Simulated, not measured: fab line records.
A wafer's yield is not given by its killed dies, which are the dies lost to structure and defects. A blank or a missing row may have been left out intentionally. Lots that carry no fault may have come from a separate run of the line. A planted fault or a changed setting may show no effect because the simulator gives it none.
Chamber matching -- flow nand_harc -- NHARC_A_STAIRCASE_DEP_259 on pecvd-02: 3 sister chambers
The step deposits SiON, target thk 30 nm. 6 wafers are shown with their chamber, then 10 later ones without.

WAFERS PAIRED WITH THEIR CHAMBERS
wafer,chamber,heater_power_w (W),rf_fwd_power_W (W)
L081.2,2,706,348.8
L083.4,2,748,348.3
L084.3,0,641,350.4
L084.6,1,737,348.6
L087.2,0,584,347.6
L087.4,1,816,348.5

WAFERS MISSING THEIR CHAMBER
wafer,heater_power_w (W),rf_fwd_power_W (W)
L087.5,578,349.3
L091.1,830,349.1
L091.3,635,349.6
L091.4,628,348.0
L094.1,697,350.2
L094.4,629,348.2
L094.5,614,347.7
L093.3,747,348.3
L093.5,752,350.9
L093.6,772,348.3

EACH ONE'S CHAMBER
wafer,from the rows above,in truth
L087.5,0,0
L091.1,can't be placed: 1 or 2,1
L091.3,can't be placed: 0 or 2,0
L091.4,can't be placed: 0 or 2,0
L094.1,can't be placed: 2 or 0 or 1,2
L094.4,can't be placed: 0 or 2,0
L094.5,can't be placed: 0 or 2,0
L093.3,can't be placed: 2 or 1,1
L093.5,can't be placed: 1 or 2 or 0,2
L093.6,can't be placed: 1 or 2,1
1 of 10 placed correctly. From these rows, 9 cannot be placed; in 9 the true chamber is one of the candidates. Placed wrongly: 0.
How it was worked out, from the rows above alone: a wafer's distance from a chamber is the root of the sum, over the readings, of the square of ((its reading less the chamber's mean) divided by the reading's scatter). The wafer belongs to the nearest chamber; if the next one is less than 2 further off, it can't be placed. Each chamber's mean is taken over the wafers shown for it. The scatter is the square root of a quotient: the sum, over the shown wafers, of each reading's squared deviation from its chamber's mean, divided by wafers minus chambers.
